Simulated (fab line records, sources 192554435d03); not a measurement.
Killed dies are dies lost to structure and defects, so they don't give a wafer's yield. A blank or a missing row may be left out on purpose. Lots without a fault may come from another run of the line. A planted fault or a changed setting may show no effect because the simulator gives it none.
Which tool did it? | flow n5_finfet | 10 lots, 30 wafers sampled, at 6 steps of a route of 1938

WHAT THE GAUGES READ, wafer by wafer
N5_ILD0_THK_MEAS_04. Usual: thk_nm 197.1 nm, standard deviation 0.89.
lot  | measured    | on            | thk_nm (nm)       | flag
L243 | day 3 18:41 | film_metro-02 | 197.2 197.6 195.5 |
L244 | day 3 23:02 | film_metro-01 | 196.6 197.7 197.3 |
L245 | day 4 01:30 | film_metro-01 | 198.3 199.6 198.8 |
L247 | day 4 13:22 | film_metro-02 | 197.7 196.6 197.2 |
L248 | day 4 20:09 | film_metro-02 | 197.7 197.8 197.2 |
L255 | day 6 13:20 | film_metro-02 | 197.3 196.1 196.8 |
L258 | day 7 09:05 | film_metro-01 | 198.0 196.3 197.4 |
L259 | day 7 12:57 | film_metro-01 | 197.2 196.7 197.0 |
L262 | day 8 07:53 | film_metro-02 | 195.8 195.9 195.1 |
L266 | day 9 05:26 | film_metro-02 | 196.9 196.8 198.3 |

N5_SDB_OVL_MEAS_12. Usual: SDB_OVL 0.0 nm, standard deviation 0.78.
lot  | measured    | on         | SDB_OVL (nm)   | flag
L243 | day 3 22:41 | overlay-02 | 0.5 -0.7 0.0   |
L244 | day 4 03:16 | overlay-02 | 0.6 -0.6 0.9   |
L245 | day 4 05:50 | overlay-02 | -0.1 -0.4 -0.6 |
L247 | day 4 17:45 | overlay-01 | 12.3 14.4 12.5 | OFF
L248 | day 5 00:21 | overlay-02 | 13.1 13.4 13.3 | OFF
L255 | day 6 17:32 | overlay-02 | 0.2 0.9 0.4    |
L258 | day 7 13:45 | overlay-02 | 0.8 0.4 -0.5   |
L259 | day 7 16:56 | overlay-02 | -1.1 -1.0 -1.8 |
L262 | day 8 12:48 | overlay-01 | 0.3 -0.2 -1.6  |
L266 | day 9 09:31 | overlay-02 | 1.7 1.0 0.6    |

N5_BEOL_M4_RC_MEAS_101. Usual: DIBL_N 36.4 mV/V, standard deviation 1.2; DIBL_P 36.1 mV/V, standard deviation 1.6; IOFF_N 0.156 nA/um, standard deviation 0.024; IOFF_P 0.21 nA/um, standard deviation 0.031; ION_N 674 uA/um, standard deviation 11; ION_P 463 uA/um, standard deviation 6.9; SS_N 71.5 mV/dec, standard deviation 0.5; SS_P 73.2 mV/dec, standard deviation 0.55; VT_N 250.0 mV, standard deviation 2.9; VT_P -250 mV, standard deviation 3.6.
lot  | measured     | on        | DIBL_N (mV/V)  | DIBL_P (mV/V)  | IOFF_N (nA/um)    | IOFF_P (nA/um) | ION_N (uA/um) | ION_P (uA/um) | SS_N (mV/dec)  | SS_P (mV/dec)  | VT_N (mV)         | VT_P (mV)      | flag
L243 | day 7 22:36  | prober-02 | 37.7 35.5 36.2 | 38.4 36.8 37.6 | 0.178 0.155 0.157 | 0.22 0.20 0.20 | 671 675 679   | 462 464 464   | 72.2 71.2 70.8 | 73.5 72.9 72.7 | 250.2 251.4 250.2 | -250 -251 -252 |
L244 | day 7 23:52  | prober-01 | 36.0 35.7 36.9 | 35.3 35.0 35.9 | 0.151 0.147 0.168 | 0.23 0.22 0.24 | 682 677 679   | 472 471 469   | 71.9 72.0 71.3 | 73.1 72.9 72.6 | 250.8 251.0 247.8 | -246 -246 -245 |
L245 | day 8 05:44  | prober-01 | 37.3 38.7 36.8 | 38.3 39.4 37.6 | 0.181 0.208 0.167 | 0.23 0.24 0.21 | 680 684 674   | 469 464 459   | 72.1 72.1 72.4 | 73.3 73.8 73.3 | 247.3 244.2 247.0 | -250 -249 -251 |
L247 | day 8 21:00  | prober-02 | 37.3 35.2 36.6 | 39.6 37.1 38.4 | 0.204 0.160 0.183 | 0.26 0.22 0.24 | 698 669 676   | 473 459 461   | 72.3 71.4 71.8 | 73.9 73.7 73.5 | 245.0 249.5 247.5 | -250 -248 -250 |
L248 | day 9 01:47  | prober-01 | 35.2 35.9 35.2 | 34.7 36.4 34.3 | 0.133 0.144 0.134 | 0.20 0.22 0.20 | 668 671 665   | 468 468 461   | 71.4 72.3 71.2 | 73.0 73.8 72.9 | 250.7 251.6 253.1 | -249 -246 -250 |
L255 | day 10 11:17 | prober-01 | 34.6 34.1 36.6 | 32.7 32.2 35.1 | 0.127 0.117 0.156 | 0.18 0.17 0.21 | 661 660 678   | 454 453 460   | 71.4 71.3 71.4 | 72.3 72.0 73.0 | 255.9 255.5 250.3 | -252 -253 -249 |
L258 | day 11 12:38 | prober-02 | 37.7 35.5 35.6 | 36.7 34.2 34.6 | 0.170 0.130 0.140 | 0.20 0.16 0.17 | 672 667 671   | 455 460 460   | 71.7 70.6 71.4 | 74.1 73.1 73.3 | 250.4 253.5 252.1 | -252 -256 -254 |
L259 | day 11 15:52 | prober-01 | 36.6 37.2 35.9 | 34.7 35.6 34.3 | 0.131 0.152 0.130 | 0.19 0.19 0.17 | 657 670 664   | 461 458 460   | 71.2 71.5 71.3 | 73.2 73.2 73.3 | 252.3 250.9 251.3 | -251 -251 -252 |
L262 | day 12 12:56 | prober-01 | 37.7 37.7 36.4 | 36.7 37.1 34.8 | 0.175 0.186 0.149 | 0.25 0.26 0.22 | 679 688 661   | 467 470 463   | 71.8 71.7 71.0 | 73.3 74.1 73.3 | 247.2 247.7 250.1 | -247 -247 -248 |
L266 | day 14 02:44 | prober-01 | 35.8 35.0 35.1 | 35.8 34.4 34.8 | 0.156 0.141 0.140 | 0.19 0.17 0.17 | 678 674 681   | 464 452 464   | 71.4 72.0 71.5 | 73.8 73.3 72.8 | 248.1 251.6 248.5 | -253 -255 -254 |

WHICH TOOL RAN EACH LOT (tool, then ch and the chambers of the sampled wafers, then the start)
lot  | N5_ILD0_LINER_00                 | N5_ILD0_ALD_15                   | N5_SDB_EXPOSE_08
L243 | ald_sin-02 ch 1,2,3, day 3 16:01 | ald_sin-01 ch 0,1,2, day 3 19:44 | arfi_scanner-02 ch 0, day 3 22:32
L244 | ald_sin-01 ch 1,2,3, day 3 18:47 | ald_sin-02 ch 0,1,2, day 4 00:14 | arfi_scanner-03 ch 0, day 4 03:07
L245 | ald_sin-01 ch 0,2,3, day 3 22:50 | ald_sin-04 ch 0,2, day 4 02:55   | arfi_scanner-03 ch 0, day 4 05:40
L247 | ald_sin-04 ch 0,2,3, day 4 10:42 | ald_sin-01 ch 1,3, day 4 14:50   | arfi_scanner-03 ch 0, day 4 17:36
L248 | ald_sin-02 ch 0,2,3, day 4 17:29 | ald_sin-01 ch 2,3, day 4 21:25   | arfi_scanner-03 ch 0, day 5 00:12
L255 | ald_sin-01 ch 1,2,3, day 6 10:40 | ald_sin-02 ch 1,3, day 6 14:29   | arfi_scanner-02 ch 0, day 6 17:22
L258 | ald_sin-01 ch 0,1,2, day 7 06:25 | ald_sin-01 ch 0,1,2, day 7 10:43 | arfi_scanner-02 ch 0, day 7 13:36
L259 | ald_sin-04 ch 1,2,3, day 7 10:17 | ald_sin-01 ch 0,1,2, day 7 13:59 | arfi_scanner-02 ch 0, day 7 16:47
L262 | ald_sin-01 ch 1,2,3, day 8 05:14 | ald_sin-01 ch 1,2,3, day 8 09:25 | arfi_scanner-02 ch 0, day 8 12:39
L266 | ald_sin-04 ch 1,2,3, day 9 02:47 | ald_sin-04 ch 0,1,2, day 9 06:29 | arfi_scanner-02 ch 0, day 9 09:22
- N5_ILD0_LINER_00: material SiNx, target thk 4 nm, pulse time 1 s, purge time 2 s.
- N5_ILD0_ALD_15: deposits SiNx, target thk 24 nm, pulse time 1 s, ald cycles 480.
- N5_SDB_EXPOSE_08: exposes mask SDB.

WHAT THE TOOLS THEMSELVES READ (means of the sampled wafers that have a number; where no wafer has one, the mark that the record gives instead)
N5_ILD0_LINER_00. Usual: heater_power_w 842 W, standard deviation 100; precursor_pulse_height_rel 1.001, standard deviation 0.02.
lot  | tool       | heater_power_w (W) | precursor_pulse_height_rel | flag
L243 | ald_sin-02 | 829                | 1.018                      |
L244 | ald_sin-01 | 824                | 0.992                      |
L245 | ald_sin-01 | 812                | 1.003                      |
L247 | ald_sin-04 | 871                | 1.002                      |
L248 | ald_sin-02 | 863                | 1.001                      |
L255 | ald_sin-01 | 819                | 1.014                      |
L258 | ald_sin-01 | 910                | 1.030                      |
L259 | ald_sin-04 | 787                | 1.024                      |
L262 | ald_sin-01 | 840                | 0.999                      |
L266 | ald_sin-04 | 747                | 1.001                      |

N5_ILD0_ALD_15. Usual: heater_power_w 848 W, standard deviation 120; precursor_pulse_height_rel 1.004, standard deviation 0.018.
lot  | tool       | heater_power_w (W) | precursor_pulse_height_rel | flag
L243 | ald_sin-01 | 910                | 1.003                      |
L244 | ald_sin-02 | 849                | 0.987                      |
L245 | ald_sin-04 | 957                | 1.019                      |
L247 | ald_sin-01 | 845                | 1.003                      |
L248 | ald_sin-01 | 743                | 0.994                      |
L255 | ald_sin-02 | 812                | 1.004                      |
L258 | ald_sin-01 | 910                | 1.007                      |
L259 | ald_sin-01 | 911                | 0.999                      |
L262 | ald_sin-01 | 818                | 1.003                      |
L266 | ald_sin-04 | 838                | 0.997                      |

THE ANSWER, worked out from the rows above alone
Rule: a lot is off if the mean of its wafers that have a number lies more than 3 standard deviations from the usual mean. A lot without any number at a reading at which 4 lots or more have one is off too. The other lots that the step has rows for count as sound. The gauges are gone through in route order, then the tools' own readings, and for those a lot's mean is taken as printed above. The first step at which some lot is off is used, and at that step the reading that is off furthest; a lot without a number counts as furthest.
Off: L247, L248, at N5_SDB_OVL_MEAS_12 (SDB_OVL).
A tool fits if, at a process step before that reading, it ran every lot that is off, and no sound lot after the first of them. The gauges at N5_SDB_OVL_MEAS_12 are tried like those tools. One fits: arfi_scanner-03 at N5_SDB_EXPOSE_08. Its last sound lot is L245 (day 4 05:40), its first lot that is off L247 (day 4 17:36): a fault that began between those two fits.

WHAT THE SIMULATOR HAD PUT IN
Scanner matching overlay: arfi_scanner-03, from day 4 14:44 on, at N5_SDB_EXPOSE_08. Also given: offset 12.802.
Lots struck among those shown: L247, L248. The rule above found the same.
